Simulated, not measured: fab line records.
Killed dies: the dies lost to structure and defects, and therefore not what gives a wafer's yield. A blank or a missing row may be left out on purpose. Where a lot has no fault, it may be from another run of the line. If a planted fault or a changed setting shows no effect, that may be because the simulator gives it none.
Matching of chambers | flow nand-harc | NHARC_A_M0_PRE_CLEAN_31 on pecvd-03 has 3 sister chambers
The step time 12 s. 6 wafers are shown with their chamber, then 7 later ones without.

== WAFERS WITH THEIR CHAMBER ==
wafer  | chamber | heater-power-w (W) | rf-fwd-power-W (W)
L080.5 | 2       | 555                | 291.9
L082.6 | 1       | 572                | 292.2
L085.2 | 1       | 654                | 292.7
L085.5 | 2       | 658                | 291.4
L086.1 | 0       | 537                | 291.7
L086.5 | 0       | 515                | 291.8

== WAFERS WHOSE CHAMBER IS MISSING ==
wafer  | heater-power-w (W) | rf-fwd-power-W (W)
L086.6 | 539                | 292.1
L090.1 | 435                | 292.9
L090.4 | 673                | 291.1
L090.5 | 442                | 293.7
L097.2 | 648                | 292.8
L097.4 | 639                | 293.3
L097.5 | 646                | 292.8

== WHICH CHAMBER EACH WENT THROUGH ==
wafer  | from the rows above          | in truth
L086.6 | can't be placed: 0 or 1 or 2 | 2
L090.1 | can't be placed: 1 or 0 or 2 | 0
L090.4 | can't be placed: 2 or 0      | 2
L090.5 | can't be placed: 1 or 0      | 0
L097.2 | 1                            | 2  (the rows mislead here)
L097.4 | 1                            | 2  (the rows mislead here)
L097.5 | 1                            | 1
Placed correctly: 1 of 7. Cannot be placed on the basis of these rows: 4; the candidates contain the true chamber in 4. Wrongly placed: 2.
How it was worked out, from the rows above alone: a wafer's distance from a chamber is the root of the sum, over the readings, of the square of ((its reading less the chamber's mean) divided by the reading's scatter). If the next closest chamber is less than 2 further off than the closest, the wafer can't be placed; otherwise it belongs to the closest. Each chamber's mean is taken over the wafers shown for it. The scatter: take each reading less its chamber's mean, square it, sum over the shown wafers, divide by the number of wafers less the number of chambers, and take the root.
